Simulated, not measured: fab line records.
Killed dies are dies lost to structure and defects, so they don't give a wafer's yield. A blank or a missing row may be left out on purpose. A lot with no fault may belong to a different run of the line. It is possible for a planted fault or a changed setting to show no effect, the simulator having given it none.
Which tool did it?	flow nand_harc	7 lots with 21 wafers sampled at 5 steps, on a route of 1302 steps

== WHAT EACH GAUGE READ, for each wafer ==
NHARC_END_SORT_01.
lot	measured	on	defect_limited_yield (%)
L554	day 29 08:40	prober-02	91.1 92.2 91.9
L564	day 33 09:34	prober-02	83.8 83.3 89.4

== TOOL THAT RAN EACH LOT (tool first, then ch and the chambers of the sampled wafers, then the start) ==
lot	NHARC_THIN_TSV_PRECLEAN_41	NHARC_THIN_TSV_DEP_47	NHARC_THIN_TSV_ETCHBACK_48	NHARC_THIN_TSV_PVD_51
L543	wet_bench-10 ch 0,1,2, day 24 13:29	pecvd-04 ch 0,1,2, day 24 16:20	rie_diel-12 ch 2,3, day 24 16:38	pvd_sputter-01, no start
L545	wet_bench-08 ch 1,4,5, day 24 17:37	pecvd-03 ch 0,2, day 24 20:27	rie_diel-12 ch 0,1,3, day 24 20:51	pvd_sputter-03, no start
L547	wet_bench-10 ch 0,3,6, day 25 06:59	pecvd-01 ch 0,1,2, day 25 09:44	rie_diel-03 ch 1,2, day 25 10:05	pvd_sputter-03, no start
L552	wet_bench-10 ch 2,3,6, day 27 14:54	pecvd-03 ch 1,2, day 27 17:45	rie_diel-05 ch 1,2,3, day 27 18:13	pvd_sputter-01, no start
L554	wet_bench-08 ch 0,4,7, day 28 17:14	pecvd-03 ch 0,2, day 28 20:08	rie_diel-05 ch 0,1, day 28 20:27	pvd_sputter-02, day 29 08:40 or earlier
L557	wet_bench-10 ch 1,3,4, day 30 13:14	pecvd-03 ch 0,1,2, day 30 16:14	rie_diel-12 ch 0,1,3, day 30 16:38	pvd_sputter-02, no start
L564	wet_bench-08 ch 3,5,6, day 32 15:07	pecvd-03 ch 0,1,2, day 32 18:04	rie_diel-03 ch 0,3, day 32 18:19	pvd_sputter-02, day 33 09:34 or earlier
- NHARC_THIN_TSV_PRECLEAN_41: cleans in SC1.
- NHARC_THIN_TSV_DEP_47: deposits SiO2, target thk 200 nm.
- NHARC_THIN_TSV_ETCHBACK_48: etches the open film in C4F8/Ar, target depth 1028.5 nm, time 405.17 s.
- NHARC_THIN_TSV_PVD_51: deposits Cu, target thk 100 nm.

== THE ANSWER, worked out from the rows above alone ==
Rule: the lots themselves supply what counts as usual. Put in order of their means at a reading, lots are off if they are a third of the lots or fewer, leave a main group of 4 or more, and stand apart from it by a gap of 3 or more times the standard deviation of the main group's means; of several such gaps the widest counts. A main group whose means are all the same, to the digits that the tables above print for the reading, isn't used. A lot without any number at a reading at which 4 lots or more have one is off too. The other lots that the step has rows for count as sound.
No lot is off on any of the readings shown, so nothing can be concluded from this.

== WHAT THE SIMULATOR HAD INSERTED ==
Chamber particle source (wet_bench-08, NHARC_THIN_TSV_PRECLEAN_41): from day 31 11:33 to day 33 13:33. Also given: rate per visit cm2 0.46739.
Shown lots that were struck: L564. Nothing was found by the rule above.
